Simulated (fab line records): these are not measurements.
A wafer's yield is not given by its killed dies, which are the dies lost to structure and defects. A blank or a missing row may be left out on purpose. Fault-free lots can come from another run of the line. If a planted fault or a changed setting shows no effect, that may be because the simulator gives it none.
A struck lot beside a sound one ; flow nandHarc ; 40 steps out of a route of 1159
Sound: these wafers, L604.1, L604.4, L604.6. Struck: wafer L610.6. (L610.3, L610.4 of the same lot were not struck and are left out.) The cause comes at the end.
For every step that has rows: the tool of each side, followed by ch and its chambers, followed by its first start. Under that, the readings that differ: sound wafers ; struck wafers ; difference of the means ; sigmas: that difference in standard deviations of wafers without a fault.
alike: words and numbers the same on both sides, and readings whose means are apart by under 2 such deviations; not compared: readings that were withheld, readings missing a value for some wafer, numbers with overlapping values and no deviation given by the record, and bounds like >300 which may hide the same value.
A row with sigmas, a row that says differs or no value, or rows on one side alone: a step with any of these is where the two part. When numbers do not overlap yet have no deviation, they are printed without sigmas and do not part them. A reading missing from all wafers of one side parts the sides only when that side holds two or more wafers.

first, 7 steps without rows for these wafers: NHARC_A_STAIRCASE_DESCUM_219 (chemistry O2, time 3 s); NHARC_A_STAIRCASE_TRIM_220 (chemistry O2, time 211.2 s); NHARC_A_STAIRCASE_ETCH_221 (etches the open film in C4F8/O2, target depth 100 nm, time 40.5 s); NHARC_A_STAIRCASE_TRIM_222 (chemistry O2, time 211.2 s); NHARC_A_STAIRCASE_ETCH_223 (etches the open film in C4F8/O2, target depth 100 nm, time 40.5 s); NHARC_A_STAIRCASE_TRIM_224 (chemistry O2, time 211.2 s); NHARC_A_STAIRCASE_ETCH_225 (etches the open film in C4F8/O2, target depth 100 nm, time 40.5 s).
NHARC_A_STAIRCASE_TRIM_226: chemistry O2, time 211.2 s.
  sound: rieDiel-05 ch 0,1; struck: rieDiel-05 ch 0
  alike: drypumpMotorCurrentA, oesProductAu, rfVppV, showerheadPlenumPTorr, throttleValvePct
  not compared: rfHoursCounterH
then, 3 steps without rows for these wafers: NHARC_A_STAIRCASE_ETCH_227 (etches the open film in C4F8/O2, target depth 100 nm, time 40.5 s); NHARC_A_STAIRCASE_TRIM_229 (chemistry O2, time 211.2 s); NHARC_A_STAIRCASE_ETCH_230 (etches the open film in C4F8/O2, target depth 100 nm, time 40.5 s).
NHARC_A_STAIRCASE_TRIM_231: chemistry O2, time 211.2 s.
  sound on rieDiel-10 ch 1,2,3, day 11 13:46; struck on rieDiel-10 ch 3, day 13 10:13
  alike: drypumpMotorCurrentA, oesProductAu, rfVppV, showerheadPlenumPTorr, throttleValvePct
  not compared: rfHoursCounterH
NHARC_A_STAIRCASE_ETCH_232: etches the open film in C4F8/O2, target depth 100 nm, time 40.5 s.
  sound: rieDiel-10 ch 1,2,3; struck: rieDiel-10 ch 2
  alike: oesProductAu, rfVppV
  not compared: rfHoursCounterH
NHARC_A_STAIRCASE_TRIM_233: chemistry O2, time 211.2 s.
  sound: rieDiel-10 ch 2,3; struck: rieDiel-10 ch 0
reading;sound;struck;difference;sigmas
showerheadPlenumPTorr (Torr);3.71 3.66 3.71;3.35;-0.34;-2
  alike: drypumpMotorCurrentA, oesProductAu, rfVppV, throttleValvePct
  not compared: rfHoursCounterH
then, 16 steps without rows for these wafers: NHARC_A_STAIRCASE_ETCH_234 (etches the open film in C4F8/O2, target depth 100 nm, time 40.5 s); NHARC_A_STAIRCASE_TRIM_235 (chemistry O2, time 211.2 s); NHARC_A_STAIRCASE_ETCH_236 (etches the open film in C4F8/O2, target depth 100 nm, time 40.5 s); NHARC_A_STAIRCASE_STRIP_238 (strips in O2); NHARC_A_STAIRCASE_STRIP_239 (strips in SPM, time 900 s); NHARC_A_STAIRCASE_PRECLEAN_240 (cleans in SC1); NHARC_A_STAIRCASE_SRD_241; NHARC_A_STAIRCASE_DEHYDRATE_242 (time 120 s); NHARC_A_STAIRCASE_HMDS_243 (time 30 s); NHARC_A_STAIRCASE_COAT_244; NHARC_A_STAIRCASE_SOFTBAKE_245 (time 170 s); NHARC_A_STAIRCASE_EBR_246; NHARC_A_STAIRCASE_EXPOSE_247 (exposes mask SDS 1); NHARC_A_STAIRCASE_PEB_248 (peb time 130 s); NHARC_A_STAIRCASE_DEVELOP_249 (time 140 s); NHARC_A_STAIRCASE_HARDBAKE_251 (time 140 s).
NHARC_A_STAIRCASE_DESCUM_252: chemistry O2, time 3 s.
  sound on rieDiel-05 ch 0,1, day 11 16:19; struck on rieDiel-01 ch 2, day 13 12:43
reading;sound;struck;difference;sigmas
throttleValvePct (%);11.313 11.320 11.318;11.290;-0.027;-3
  alike: drypumpMotorCurrentA, oesProductAu, rfVppV, showerheadPlenumPTorr
  not compared: rfHoursCounterH
then, 6 steps without rows for these wafers: NHARC_A_STAIRCASE_ETCH_253 (etches the open film in C4F8/O2, target depth 50 nm, time 20.2 s); NHARC_A_STAIRCASE_STRIP_254 (strips in O2); NHARC_A_STAIRCASE_STRIP_255 (strips in SPM, time 900 s); NHARC_A_STAIRCASE_PRECLEAN_256 (cleans in SC1); NHARC_A_STAIRCASE_SRD_257; NHARC_A_STAIRCASE_HM_DEP_456 (deposits aC, target thk 1500 nm).
NHARC_A_STAIRCASE_DEP_259: deposits SiON, target thk 30 nm.
  sound on pecvd-01 ch 0,1, day 11 19:14; struck on pecvd-04 ch 0, day 13 20:49
  alike: heaterPowerW, susceptorTempC
then, 1 step without rows for these wafers: NHARC_A_STAIRCASE_DEHYDRATE_281 (time 120 s).
-- record jumps: 8 days between struck wafers' starts before vs after; left off in module A_STAIRCASE, resumes in module END, first step shown is number 1159 of the route --
NHARC_END_SORT_01:
  only the struck wafers appear in the record here, on prober-01 ch 0 at day 21 18:52; the sound ones have no rows

== WHERE THEY PART ==
Earliest at NHARC_A_STAIRCASE_TRIM_233; latest, in this record, at NHARC_END_SORT_01.

WHY: what had been put in by the simulator
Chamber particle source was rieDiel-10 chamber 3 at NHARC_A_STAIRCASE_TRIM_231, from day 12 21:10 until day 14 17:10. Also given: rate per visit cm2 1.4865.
